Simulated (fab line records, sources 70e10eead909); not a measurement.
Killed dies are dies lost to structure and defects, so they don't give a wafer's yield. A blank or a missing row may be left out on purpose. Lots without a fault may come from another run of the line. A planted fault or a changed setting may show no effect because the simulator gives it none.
Chamber matching | flow nand_harc | NHARC_A_SLIT_DEP_23 on pecvd-01: 3 sister chambers
The step deposits SiON, target thk 100 nm. 6 wafers are shown with their chamber, then 9 later ones without.

WAFERS WITH THEIR CHAMBER
wafer  | chamber | showerhead_vpp_V (V) | heater_power_w (W)
L078.4 | 2       | 1171                 | 869
L083.2 | 2       | 1170                 | 909
L085.1 | 1       | 1129                 | 831
L088.2 | 1       | 1123                 | 739
L088.3 | 0       | 1114                 | 741
L088.5 | 0       | 1108                 | 762

WAFERS WITHOUT THEIR CHAMBER
wafer  | showerhead_vpp_V (V) | heater_power_w (W)
L091.2 | 1172                 | 763
L091.3 | 1125                 | 800
L091.6 | 1107                 | 826
L092.3 | 1103                 | 799
L092.5 | 1117                 | 836
L092.6 | 1164                 | 766
L095.1 | 1125                 | 838
L095.2 | 1093                 | 802
L095.3 | 1159                 | 716

WHICH CHAMBER EACH WENT THROUGH
wafer  | from the rows above     | in truth
L091.2 | 2                       | 2
L091.3 | 1                       | 1
L091.6 | 0                       | 0
L092.3 | 0                       | 0
L092.5 | can't be placed: 0 or 1 | 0
L092.6 | 2                       | 2
L095.1 | 1                       | 1
L095.2 | 0                       | 0
L095.3 | 2                       | 2
Placed correctly: 8 of 9. Can't be placed from these rows: 1 (the true chamber is among the candidates in 1). Placed wrongly: 0.
How it was worked out, from the rows above alone: a wafer's distance from a chamber is the root of the sum, over the readings, of the square of ((its reading less the chamber's mean) divided by the reading's scatter). The wafer belongs to the nearest chamber; if the next one is less than 2 further off, it can't be placed. A chamber's mean is the mean of its shown wafers. The scatter: the root of (the sum of the squares of (reading less its chamber's mean) over the shown wafers, divided by (wafers less chambers)).
